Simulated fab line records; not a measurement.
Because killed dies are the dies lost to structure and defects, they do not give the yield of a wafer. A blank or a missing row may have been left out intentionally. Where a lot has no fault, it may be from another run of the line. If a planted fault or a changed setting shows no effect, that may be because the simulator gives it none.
Which tool was responsible?	flow n5 finfet	31 wafers from 11 lots sampled at 4 of the route's 1938 steps

== WHAT THE GAUGES READ, wafer by wafer ==
N5_PASSIVATION_CD_MEAS_30 targets a cd of 4000 nm.
lot	measured	on	cd nm (nm)
L671	day 12 08:48	cd sem-03	4003.3 4003.7 4002.6
L676	day 13 11:46	cd sem-01	4002.5 4002.4 4004.5
L678	day 13 18:22	cd sem-03	3999.7 4002.2
L683	day 14 20:14	cd sem-01	4005.3 4001.7 4002.7
L681	day 15 00:25	cd sem-03	3999.3 3999.9 4001.3
L684	day 15 01:31	cd sem-01	4000.1 4003.4 4001.8
L685	day 15 14:28	cd sem-03	3998.0 4001.5 3998.7
L688	day 16 16:12	cd sem-01	4015.3 4027.7 4015.3
L691	day 17 03:25	cd sem-03	4004.6 3996.6 3999.1
L692	day 17 08:41	cd sem-03	3999.2 4003.2
L693	day 17 13:44	cd sem-01	4000.0 3999.3 4002.4

== EACH LOT AND THE TOOL THAT RAN IT (in order: tool; ch and the chambers of the sampled wafers; start) ==
lot	N5_MIM_TOP_ETCH_STRIP_01	N5_MIM_BOT_ETCH_ETCH_00	N5_PASSIVATION_EXPOSE_27
L671	rie diel-04 ch 0,2,3, day 12 04:15	rie metal-01 ch 0,1, day 12 05:22	krf scanner-02 ch 0, day 12 08:37
L676	rie diel-02 ch 0,1,2, day 13 07:32	rie metal-03 ch 1, day 13 08:31	krf scanner-01 ch 0, day 13 11:36
L678	rie diel-02 ch 1,2, day 13 11:19	rie metal-02 ch 0,1, day 13 12:17	krf scanner-02 ch 0, day 13 18:12
L683	rie diel-02 ch 0,1,3, day 14 16:16	rie metal-03 ch 0,1, day 14 17:08	krf scanner-01 ch 0, day 14 20:04
L681	rie diel-06 ch 0,3, day 14 17:58	rie metal-01 ch 0,1, day 14 19:22	krf scanner-01 ch 0, day 15 00:15
L684	rie diel-04 ch 2,3, day 14 20:50	rie metal-01 ch 0,1, day 14 21:43	krf scanner-01 ch 0, day 15 01:20
L685	rie diel-02 ch 1,2,3, day 15 11:07	rie metal-02 ch 1, day 15 11:52	krf scanner-01 ch 0, day 15 14:17
L688	rie diel-02 ch 0,1,2, day 16 12:38	rie metal-02 ch 0,1, day 16 13:23	krf scanner-02 ch 0, day 16 16:01
L691	rie diel-06 ch 1,2,3, day 16 23:45	rie metal-02 ch 1, day 17 00:31	krf scanner-01 ch 0, day 17 03:14
L692	rie diel-04 ch 0, day 17 01:27	rie metal-03 ch 0,1, day 17 02:20	krf scanner-01 ch 0, day 17 08:31
L693	rie diel-04 ch 2,3, day 17 08:44	rie metal-01 ch 0,1, day 17 09:29	krf scanner-01 ch 0, day 17 13:34
- N5_MIM_TOP_ETCH_STRIP_01: strips in O2.
- N5_MIM_BOT_ETCH_ETCH_00: etches TiN in Cl2/BCl3, target depth 45.5 nm.
- N5_PASSIVATION_EXPOSE_27: exposes mask PAD, defocus 0 nm.

== THE ANSWER, worked out from the rows above alone ==
Rule: the usual values come from the lots themselves. The widest of any qualifying gaps counts: lots, ordered by their means at a reading, are off when they make up no more than a third of the lots, leave a main group of 4 or more, and stand apart from it by 3 or more times the standard deviation of that group's means. The tables above print the reading to a certain number of digits; a main group whose means all agree to those digits is not used. A lot without any number at a reading at which 4 lots or more have one is off too. All remaining lots with rows at the step are treated as sound.
Off: L688, at N5_PASSIVATION_CD_MEAS_30 (cd nm). Mean 4001.4 nm and standard deviation 1.3 in the main group.
If a tool, at a process step before that reading, ran all the lots that are off and no sound lot after the first of them, it fits. The gauges at N5_PASSIVATION_CD_MEAS_30 are tried like those tools. 2 tools fit, rie diel-02 at N5_MIM_TOP_ETCH_STRIP_01 and krf scanner-02 at N5_PASSIVATION_EXPOSE_27, so this cannot tell which one it is.

== WHAT THE SIMULATOR PUT IN ==
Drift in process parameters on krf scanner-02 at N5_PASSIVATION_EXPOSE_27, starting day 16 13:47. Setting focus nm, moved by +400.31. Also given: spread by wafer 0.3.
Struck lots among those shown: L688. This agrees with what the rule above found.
